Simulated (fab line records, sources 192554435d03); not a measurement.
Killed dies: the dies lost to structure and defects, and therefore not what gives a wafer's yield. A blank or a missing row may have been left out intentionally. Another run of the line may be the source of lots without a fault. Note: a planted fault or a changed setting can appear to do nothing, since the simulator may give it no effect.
Split-lot study | flow n5_finfet | 39 wafers read across 7 lots, on a route 1938 steps long

## ON THE SPLIT
At N5_BEOL_M0_SAQP_ETCH_106 (etches SOC in N2/H2, stops on SiNx, target depth 150 nm), the setting target_depth_a was moved away from the recipe's 1500 angstrom on 15 of the 39 wafers read, by -24.8% to +56.0%. For the rest of the wafers, this setting stayed at what the recipe calls for.

There is no step in the file separating the split from the reading.

## THE READING
SOC_of_BEOL_M0_SAQP_COAT_105.thk_nm (the simulator's own value, which no gauge read), in nm, at N5_BEOL_M0_SAQP_ETCH_107 (etches SiNx in CH3F/O2, target depth 30 nm). The file does not state a usual value for it. Here, 24 wafers ran the recipe; their average is 13.2 nm with a standard deviation of 2.4 nm.

wafer  | tool, chamber at the split | target_depth_a as run, angstrom | against the recipe | SOC_of_BEOL_M0_SAQP_COAT_105.thk_nm, nm | against lot-mates on the recipe
L074.1 | rie_diel-06, 3,0           | 1128                            | -24.8%             | 29.6                                    | +15.9
L074.4 | rie_diel-06, 3,0           | 1128                            | -24.8%             | 29.6                                    | +15.9
L074.2 | rie_diel-06, 2             | 1500                            | recipe             | 11.2                                    | -
L074.3 | rie_diel-06, 1             | 1500                            | recipe             | 14.8                                    | -
L074.5 | rie_diel-06, 2             | 1128                            | -24.8%             | 30.2                                    | +16.5
L074.6 | rie_diel-06, 1             | 1500                            | recipe             | 15.2                                    | -
L077.1 | rie_diel-03, 3             | 1908                            | +27.2%             | 0                                       | -14.9
L077.3 | rie_diel-03, 1             | 1908                            | +27.2%             | 0                                       | -14.9
L077.5 | rie_diel-03, 1             | 1908                            | +27.2%             | 0                                       | -14.9
L077.2 | rie_diel-03, 0             | 1500                            | recipe             | 13.6                                    | -
L077.4 | rie_diel-03, 2             | 1500                            | recipe             | 17                                      | -
L077.6 | rie_diel-03, 0             | 1500                            | recipe             | 14                                      | -
L079.2 | rie_diel-03, 0             | 1500                            | recipe             | 14.4                                    | -
L079.4 | rie_diel-03, 1             | 1500                            | recipe             | 14.8                                    | -
L079.6 | rie_diel-03, 3             | 1500                            | recipe             | 11                                      | -
L085.1 | rie_diel-06, 1             | 1500                            | recipe             | 15.4                                    | -
L085.2 | rie_diel-06, 0,3,0         | 2340                            | +56.0%             | 0                                       | -14.5
L085.3 | rie_diel-06, 0,3,0         | 2340                            | +56.0%             | 0                                       | -14.5
L085.6 | rie_diel-06, 0,3,0         | 2340                            | +56.0%             | 0                                       | -14.5
L085.4 | rie_diel-06, 2             | 1500                            | recipe             | 13                                      | -
L085.5 | rie_diel-06, 1             | 1500                            | recipe             | 15                                      | -
L090.1 | rie_diel-06, 1             | 1500                            | recipe             | 15                                      | -
L090.2 | rie_diel-06, 3             | 1500                            | recipe             | 9.6                                     | -
L090.3 | rie_diel-06, 0             | 1500                            | recipe             | 10.2                                    | -
L090.4 | rie_diel-06, 1             | 1500                            | recipe             | 15.4                                    | -
L090.5 | rie_diel-06, 3             | 1500                            | recipe             | 9.4                                     | -
L090.6 | rie_diel-06, 0             | 1500                            | recipe             | 10                                      | -
L091.1 | rie_diel-06, 1             | 1500                            | recipe             | 15.4                                    | -
L091.2 | rie_diel-06, 0             | 1500                            | recipe             | 10.4                                    | -
L091.3 | rie_diel-06, 3             | 2027                            | +35.1%             | 0                                       | -12.1
L091.4 | rie_diel-06, 1             | 2027                            | +35.1%             | 0                                       | -12.1
L091.5 | rie_diel-06, 3             | 2027                            | +35.1%             | 0                                       | -12.1
L091.6 | rie_diel-06, 0             | 1500                            | recipe             | 10.6                                    | -
L093.1 | rie_diel-06, 3             | 1500                            | recipe             | 10.2                                    | -
L093.2 | rie_diel-06, 1             | 1500                            | recipe             | 15.6                                    | -
L093.3 | rie_diel-06, 0,2,2         | 2292                            | +52.8%             | 0                                       | -13.9
L093.4 | rie_diel-06, 0,2,2         | 2292                            | +52.8%             | 0                                       | -13.9
L093.6 | rie_diel-06, 0,2,2         | 2292                            | +52.8%             | 0                                       | -13.9
L093.5 | rie_diel-06, 1             | 1500                            | recipe             | 15.8                                    | -
Rows listing several chambers each stand for several wafers; the file does not say which wafer went through which chamber.

THE FIT
A straight line over all 39 wafers: SOC_of_BEOL_M0_SAQP_COAT_105.thk_nm changes by -0.33 nm for each +1% of target_depth_a; r = -0.90; the points scatter about the line by 3.7 nm.
The same after taking each lot's own level away (the mean of its wafers on the recipe; 39 wafers): -0.339 nm for each +1%; r = -0.91; scatter 3.5 nm.
That fit puts the effect of the largest move of target_depth_a on the reading at 19 nm.
The span of the lots' own levels, 11.60 to 14.87 nm, comes to 1.4 times the standard deviation stated above.
So the lot-to-lot level changes the slope little: the two slopes agree.
Check: -18.7 nm against its lot-mates is what the line predicts for one of the wafers moved furthest among these (+56.0%) when that wafer is left out of the fit. Against them it came out at -14.5 nm.

## THESE WAFERS: OTHER SPLITS
Other splits were also applied to these wafers ahead of the reading. Each is held against what the fit with the lots' levels taken away leaves over:
other split on the same wafers         | wafers away from the commonest value | r with SOC_of_BEOL_M0_SAQP_COAT_105.thk_nm (lot level and that fit taken away)
N5_DUMMY_GATE_ETCH_31 target_depth_a   | 15                                   | -0.46
N5_GATE_CUT_ETCH_58 target_depth_a     | 15                                   | -0.10
N5_MOL_CONTACT_COAG_ALD_133 ald_cycles | 12                                   | -0.14

## THE WHOLE CHAIN: every reading that the file lists as answering this split, in the file's order
step                     | what it does                                            | reading                                                                              | change (the file's fit)               | r (the file's)
N5_BEOL_M0_SAQP_ETCH_106 | etches SOC in N2/H2, stops on SiNx, target depth 150 nm | SOC_of_BEOL_M0_SAQP_COAT_105.thk_nm (the simulator's own value, which no gauge read) | -0.537 nm for each +1% of the setting | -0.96
N5_BEOL_M0_SAQP_ETCH_107 | etches SiNx in CH3F/O2, target depth 30 nm              | SOC_of_BEOL_M0_SAQP_COAT_105.thk_nm (the simulator's own value, which no gauge read) | -0.326 nm for each +1% of the setting | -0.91

## FILE'S OWN FIT
SOC_of_BEOL_M0_SAQP_COAT_105.thk_nm changes by -0.326 nm for each +1% of target_depth_a, r = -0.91.
